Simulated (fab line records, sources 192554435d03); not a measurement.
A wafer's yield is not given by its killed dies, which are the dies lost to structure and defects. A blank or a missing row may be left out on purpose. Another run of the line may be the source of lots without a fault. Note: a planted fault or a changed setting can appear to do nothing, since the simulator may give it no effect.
Code-filled problem report in 8D (eight disciplines) form :: flow n5Finfet :: the parts of the form that need people (team, actions taken, sign-off) are left out

## 1. THE PROBLEM
Mean of heaterPowerTotalW at N5_PMOS_HMC_CHANNEL_EPI_PEB_07: 185.1 W across 3 wafers in 3 lots; on wafers with no fault it is 175.3 W (standard deviation 1.7). Relative to the usual mean, that is a shift of +5.7 standard deviations.
The step: peb time 60 s.
The first sign was on wafer L799.4 at day 3 11:02, on lithoTrack-02. At this step, 12 wafers from 5 lots have a number in the record. The rule behind "out" and "out of limits": a value lying over 4 standard deviations away from the usual mean. All remaining wafers that have a number are taken as sound.

## 2. WHAT THIS IS AND IS NOT
question: which readings at this step
is: heaterPowerTotalW
is not: -

question: which lots
is: L799, L800, L803
is not: L795, L806

question: which wafers of those lots
is: L799.4, L800.4, L803.4
is not: L799.1, L800.1, L803.6

question: read on which tools
is: lithoTrack-02
is not: lithoTrack-03

question: when
is: from day 3 11:02
is not: up to then (4 sound wafers); but 5 sound wafers of L800, L803, L806 came after

## 3. SUSPECTS, AND WHAT RULES EACH OUT
Counting: any tool at a process step up to the reading remains a suspect provided it ran every lot that is out. Sound lots after the first of them don't rule it out here, since some wafers of a struck lot are sound.
- lithoTrack-02 at N5_PMOS_HMC_CHANNEL_EPI_PEB_07 (peb time 60 s): kept. Every lot that is out went through it, the first being L799 (day 3 11:02); the last sound lot it ran before that was L795 (day 2 11:16). On those wafers its own readings are out: heaterPowerTotalW.
The count leaves lithoTrack-02 at N5_PMOS_HMC_CHANNEL_EPI_PEB_07.

## 4. THE CAUSE (what the simulator had put in)
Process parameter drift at N5_PMOS_HMC_CHANNEL_EPI_PEB_07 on lithoTrack-02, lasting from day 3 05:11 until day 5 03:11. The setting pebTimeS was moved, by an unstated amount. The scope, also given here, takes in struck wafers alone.
After counting, this tool was the only one left.

## 5. THE CHAIN OF EFFECTS, in route order
Each row: a reading where the mean over the struck wafers with a number is more than 3 standard deviations away from the usual. Scope: only readings with a usual standard deviation given in the record; hours: median across lots of the time from each lot's start at the first step in this table that gives one to its start at this step; sigmas: change in usual standard deviations.
hours: 0
step: N5_PMOS_HMC_CHANNEL_EPI_PEB_07
reading: heaterPowerTotalW
usual: 175.3 W
on struck wafers: 185.1
change: +9.8
sigmas: +5.7
It contains these process steps:
- N5_PMOS_HMC_CHANNEL_EPI_PEB_07: peb time 60 s.
Later steps that measure or inspect, where all struck wafers having a row at the step show a number for every such reading and not one has moved that far: N5_BEOL_M4_RC_MEAS_101.

## 6. WHAT WOULD HAVE CAUGHT IT SOONER
6 hours passed between the start of the fault at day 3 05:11 and the first reading out of limits in this record, taken at day 3 11:02.
